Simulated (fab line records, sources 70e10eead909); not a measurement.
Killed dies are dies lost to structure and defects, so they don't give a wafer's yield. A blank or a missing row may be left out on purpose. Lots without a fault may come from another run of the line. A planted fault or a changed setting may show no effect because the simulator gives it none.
Which tool did it? | flow nand_harc | 24 lots, 72 wafers sampled, at 3 steps of a route of 1302

WHAT THE GAUGES READ, wafer by wafer
NHARC_P_M2_INSPECT_11.
lot  | measured     | on                | raw_defect_count
L074 | day 6 13:31  | defect_inspect-01 | 3 5 6
L075 | day 7 01:40  | defect_inspect-02 | 4 4 3
L076 | day 7 09:46  | defect_inspect-02 | 2 5 2
L077 | day 7 14:29  | defect_inspect-02 | 1 0 2
L078 | day 8 02:14  | defect_inspect-02 | 10 4 3
L079 | day 8 08:10  | defect_inspect-02 | 9 6 8
L080 | day 8 21:05  | defect_inspect-01 | 4 5 0
L081 | day 9 04:43  | defect_inspect-02 | 6 5 7
L082 | day 9 19:32  | defect_inspect-01 | 9 11 7
L083 | day 10 01:49 | defect_inspect-02 | 6 7 1
L084 | day 10 07:29 | defect_inspect-02 | 7 3 4
L085 | day 11 09:12 | defect_inspect-01 | 4 11 6
L086 | day 11 14:44 | defect_inspect-01 | 4 5 3
L087 | day 11 18:19 | defect_inspect-01 | 2 2 4
L088 | day 12 12:10 | defect_inspect-02 | 4 2 3
L089 | day 12 22:49 | defect_inspect-02 | 3 3 3
L090 | day 13 11:42 | defect_inspect-01 | 1 4 6
L091 | day 13 12:25 | defect_inspect-02 | 5 4 8
L092 | day 13 19:11 | defect_inspect-02 | 3 6 8
L093 | day 14 02:59 | defect_inspect-02 | 5 4 4
L094 | day 14 17:07 | defect_inspect-02 | 5 3 4
L095 | day 15 02:53 | defect_inspect-02 | 6 2 6
L096 | day 15 15:10 | defect_inspect-01 | 15 6 7
L097 | day 16 04:45 | defect_inspect-01 | 9 10 4

WHICH TOOL RAN EACH LOT (tool, then ch and the chambers of the sampled wafers, then the start)
lot  | NHARC_P_M0_PVD_21                       | NHARC_P_M1_ETCH_28
L074 | pvd_sputter-02, day 6 13:31 or earlier  | rie_diel-12 ch 2,3, day 6 13:31 or earlier
L075 | pvd_sputter-01, day 7 01:40 or earlier  | rie_diel-11 ch 0,1,3, day 7 01:40 or earlier
L076 | pvd_sputter-03, day 7 09:46 or earlier  | rie_diel-11 ch 1,3, day 7 09:46 or earlier
L077 | pvd_sputter-03, day 7 14:29 or earlier  | rie_diel-11 ch 1,2,3, day 7 14:29 or earlier
L078 | pvd_sputter-01, day 8 02:14 or earlier  | rie_diel-11 ch 0,2,3, day 8 02:14 or earlier
L079 | pvd_sputter-02, day 8 08:10 or earlier  | rie_diel-11 ch 1,2, day 8 08:10 or earlier
L080 | pvd_sputter-02, day 8 21:05 or earlier  | rie_diel-01 ch 0,1,2, day 8 21:05 or earlier
L081 | pvd_sputter-02, day 9 04:43 or earlier  | rie_diel-01 ch 2,3, day 9 04:43 or earlier
L082 | pvd_sputter-03, day 9 19:32 or earlier  | rie_diel-11 ch 1,2,3, day 9 19:32 or earlier
L083 | pvd_sputter-03, day 10 01:49 or earlier | rie_diel-01 ch 0,2,3, day 10 01:49 or earlier
L084 | pvd_sputter-02, day 10 07:29 or earlier | rie_diel-01 ch 0,1,3, day 10 07:29 or earlier
L085 | pvd_sputter-02, day 11 09:12 or earlier | rie_diel-11 ch 0,1,2, day 11 09:12 or earlier
L086 | pvd_sputter-03, day 11 14:44 or earlier | rie_diel-11 ch 0,2,3, day 11 14:44 or earlier
L087 | pvd_sputter-01, day 11 18:19 or earlier | rie_diel-11 ch 0,1,2, day 11 18:19 or earlier
L088 | pvd_sputter-01, day 12 12:10 or earlier | rie_diel-01 ch 2,3, day 12 12:10 or earlier
L089 | pvd_sputter-01, day 12 22:49 or earlier | rie_diel-12 ch 0,1,3, day 12 22:49 or earlier
L090 | pvd_sputter-03, day 13 11:42 or earlier | rie_diel-01 ch 0,1,2, day 13 11:42 or earlier
L091 | pvd_sputter-03, day 13 12:25 or earlier | rie_diel-01 ch 2,3, day 13 12:25 or earlier
L092 | pvd_sputter-01, day 13 19:11 or earlier | rie_diel-11 ch 0,1,3, day 13 19:11 or earlier
L093 | pvd_sputter-02, day 14 02:59 or earlier | rie_diel-11 ch 0,2, day 14 02:59 or earlier
L094 | pvd_sputter-01, day 14 17:07 or earlier | rie_diel-01 ch 0,1, day 14 17:07 or earlier
L095 | pvd_sputter-02, day 15 02:53 or earlier | rie_diel-11 ch 0,2,3, day 15 02:53 or earlier
L096 | pvd_sputter-02, day 15 15:10 or earlier | rie_diel-01 ch 0,2,3, day 15 15:10 or earlier
L097 | pvd_sputter-01, day 16 04:45 or earlier | rie_diel-01 ch 0,1,3, day 16 04:45 or earlier
- NHARC_P_M0_PVD_21: deposits Cu, target thk 30 nm, time 20.49 s.
- NHARC_P_M1_ETCH_28: etches the open film in CF4/N2, target depth 30 nm, time 72.99 s.

WHAT THE TOOLS THEMSELVES READ (means of the sampled wafers that have a number; where no wafer has one, the mark that the record gives instead)
NHARC_P_M0_PVD_21.
lot  | tool           | throttle_valve_pct (%)
L074 | pvd_sputter-02 | 29.9
L075 | pvd_sputter-01 | 29.0
L076 | pvd_sputter-03 | 29.4
L077 | pvd_sputter-03 | 29.9
L078 | pvd_sputter-01 | 29.1
L079 | pvd_sputter-02 | 30.9
L080 | pvd_sputter-02 | 29.9
L081 | pvd_sputter-02 | 30.1
L082 | pvd_sputter-03 | 29.3
L083 | pvd_sputter-03 | 29.5
L084 | pvd_sputter-02 | 30.3
L085 | pvd_sputter-02 | 29.8
L086 | pvd_sputter-03 | 30.0
L087 | pvd_sputter-01 | 30.3
L088 | pvd_sputter-01 | 30.4
L089 | pvd_sputter-01 | 30.2
L090 | pvd_sputter-03 | 29.5
L091 | pvd_sputter-03 | 29.8
L092 | pvd_sputter-01 | 29.7
L093 | pvd_sputter-02 | 29.2
L094 | pvd_sputter-01 | 29.6
L095 | pvd_sputter-02 | 30.3
L096 | pvd_sputter-02 | 29.2
L097 | pvd_sputter-01 | 29.9

NHARC_P_M1_ETCH_28.
lot  | tool        | chamber_pressure_mTorr (mTorr) | drypump_motor_current_A (A) | oes_product_au (a.u.) | rf_vpp_V (V) | showerhead_plenum_p_Torr (Torr) | throttle_valve_pct (%)
L074 | rie_diel-12 | 29.990                         | 5.9                         | 1.008                 | 315.6        | 2.69                            | 19.794
L075 | rie_diel-11 | 29.995                         | 5.7                         | 0.992                 | 313.1        | 2.58                            | 19.800
L076 | rie_diel-11 | 30.001                         | 5.5                         | 0.991                 | 312.8        | 2.58                            | 19.798
L077 | rie_diel-11 | 30.015                         | 5.7                         | 0.992                 | 314.7        | 2.68                            | 19.794
L078 | rie_diel-11 | 30.000                         | 5.6                         | 0.994                 | 313.7        | 2.61                            | 19.784
L079 | rie_diel-11 | 30.004                         | 5.9                         | 0.992                 | 317.3        | 2.78                            | 19.797
L080 | rie_diel-01 | 29.986                         | 5.7                         | 0.995                 | 313.6        | 2.56                            | 19.796
L081 | rie_diel-01 | 29.968                         | 5.3                         | 0.997                 | 311.3        | 2.49                            | 19.792
L082 | rie_diel-11 | 29.986                         | 5.7                         | 0.988                 | 314.6        | 2.68                            | 19.801
L083 | rie_diel-01 | 30.004                         | 5.2                         | 0.991                 | 311.0        | 2.49                            | 19.784
L084 | rie_diel-01 | 30.001                         | 5.6                         | 1.002                 | 313.2        | 2.60                            | 19.789
L085 | rie_diel-11 | 30.008                         | 5.9                         | 0.991                 | 315.1        | 2.68                            | 19.798
L086 | rie_diel-11 | 30.014                         | 5.6                         | 0.982                 | 313.3        | 2.61                            | 19.790
L087 | rie_diel-11 | 29.982                         | 5.9                         | 0.986                 | 316.0        | 2.68                            | 19.807
L088 | rie_diel-01 | 30.006                         | 5.3                         | 0.999                 | 313.0        | 2.53                            | 19.795
L089 | rie_diel-12 | 29.986                         | 6.0                         | 1.003                 | 313.5        | 2.63                            | 19.790
L090 | rie_diel-01 | 30.010                         | 5.7                         | 1.006                 | 313.4        | 2.56                            | 19.794
L091 | rie_diel-01 | 30.006                         | 5.4                         | 1.003                 | 312.0        | 2.53                            | 19.796
L092 | rie_diel-11 | 30.016                         | 5.7                         | 0.987                 | 312.8        | 2.58                            | 19.804
L093 | rie_diel-11 | 29.999                         | 5.8                         | 0.994                 | 314.7        | 2.71                            | 19.793
L094 | rie_diel-01 | 29.989                         | 6.0                         | 1.006                 | 314.4        | 2.66                            | 19.800
L095 | rie_diel-11 | 30.001                         | 5.6                         | 1.004                 | 313.6        | 2.61                            | 19.791
L096 | rie_diel-01 | 29.997                         | 5.2                         | 1.004                 | 312.6        | 2.48                            | 19.800
L097 | rie_diel-01 | 30.006                         | 5.6                         | 1.005                 | 313.0        | 2.59                            | 19.795

THE ANSWER, worked out from the rows above alone
Rule: what is usual is taken from the lots themselves. Put in order of their means at a reading, lots are off if they are a third of the lots or fewer, leave a main group of 4 or more, and stand apart from it by a gap of 3 or more times the standard deviation of the main group's means; of several such gaps the widest counts. A main group whose means are all the same, to the digits that the tables above print for the reading, isn't used. A lot without any number at a reading at which 4 lots or more have one is off too. The other lots that the step has rows for count as sound. The gauges are gone through in route order, then the tools' own readings, and for those a lot's mean is taken as printed above. The first step at which some lot is off is used, and at that step the reading that is off furthest; a lot without a number counts as furthest.
No lot is off at any reading shown: from this, nothing can be told.

WHAT THE SIMULATOR HAD PUT IN
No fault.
